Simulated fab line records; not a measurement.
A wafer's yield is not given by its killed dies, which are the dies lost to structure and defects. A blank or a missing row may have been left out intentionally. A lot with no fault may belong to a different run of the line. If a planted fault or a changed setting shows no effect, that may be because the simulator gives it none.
3 desks, one fault	flow n5 finfet	numbers are kept per desk, each desk with only its own; the story behind them comes last

== THE DEFECT DESK ==
What the inspections along the route counted, lot by lot: means of the sampled wafers that have a number. Any lot whose mean is over 4 standard deviations away from the usual mean is out of limits and marked OUT; that distance is given in the brackets.
Columns: A = raw defect count at N5_BEOL_M10_INSPECT_30, usual 456
lot	first seen here	A
L486	day 10 13:00	428
L488	day 11 20:34	615
L496	day 12 21:05	402
L504	day 15 01:49	385
L507	day 16 04:02	541
This desk's verdict: no lot among the 5 shows anything out of limits.

== AT THE METROLOGY DESK ==
What the gauges read for every lot (on any tool): the sampled wafers with a number, averaged. Any lot whose mean is over 4 standard deviations away from the usual mean is out of limits and marked OUT; that distance is given in the brackets.
Columns: A = cd nm at N5_BEOL_M10_CD_MEAS_28, usual 69.5 nm; B = V9_OVL at N5_BEOL_M10_OVL_MEAS_29, usual 0.0 nm
lot	first seen here	A	B
L486	day 10 12:57	70.0	-0.7
L488	day 11 20:31	68.9	0.2
L496	day 12 21:02	70.7	-0.3
L504	day 15 01:45	70.6	0.5
L507	day 16 03:59	69.3	0.2
This desk's verdict: no lot among the 5 shows anything out of limits.

== AT THE TOOL OWNER'S DESK: rie diel-04 ==
The tool's own readings at N5_BEOL_M10_VIA_ETCH_34 (etches SiCOH lowk in C4F6/O2, target depth 184.5 nm, time 69.2 s): means of the sampled wafers that have a number, for each lot that ran on this tool. Any lot whose mean is over 4 standard deviations away from the usual mean is out of limits and marked OUT; that distance is given in the brackets.
Columns: A = drypump motor current A at N5_BEOL_M10_VIA_ETCH_34, usual 6.0 A; B = oes product au at N5_BEOL_M10_VIA_ETCH_34, usual 0.83 a.u.; C = rf vpp V at N5_BEOL_M10_VIA_ETCH_34, usual 661 V; D = showerhead plenum p Torr at N5_BEOL_M10_VIA_ETCH_34, usual 2.87 Torr; E = throttle valve pct at N5_BEOL_M10_VIA_ETCH_34, usual 20.79 %
lot	first seen here	A	B	C	D	E
L486	day 10 13:29	5.9	0.86	662	2.95	20.82
L496	day 12 21:20	5.8	1.00	662	2.96	20.57
This desk's verdict: no lot among the 2 shows anything out of limits.

== PUT TOGETHER ==
Nothing out of limits was seen by the defect desk.
Nothing out of limits was seen by the metrology desk.
The desk of the tool owner found nothing out of limits.

== WHAT THE SIMULATOR HAD PUT IN ==
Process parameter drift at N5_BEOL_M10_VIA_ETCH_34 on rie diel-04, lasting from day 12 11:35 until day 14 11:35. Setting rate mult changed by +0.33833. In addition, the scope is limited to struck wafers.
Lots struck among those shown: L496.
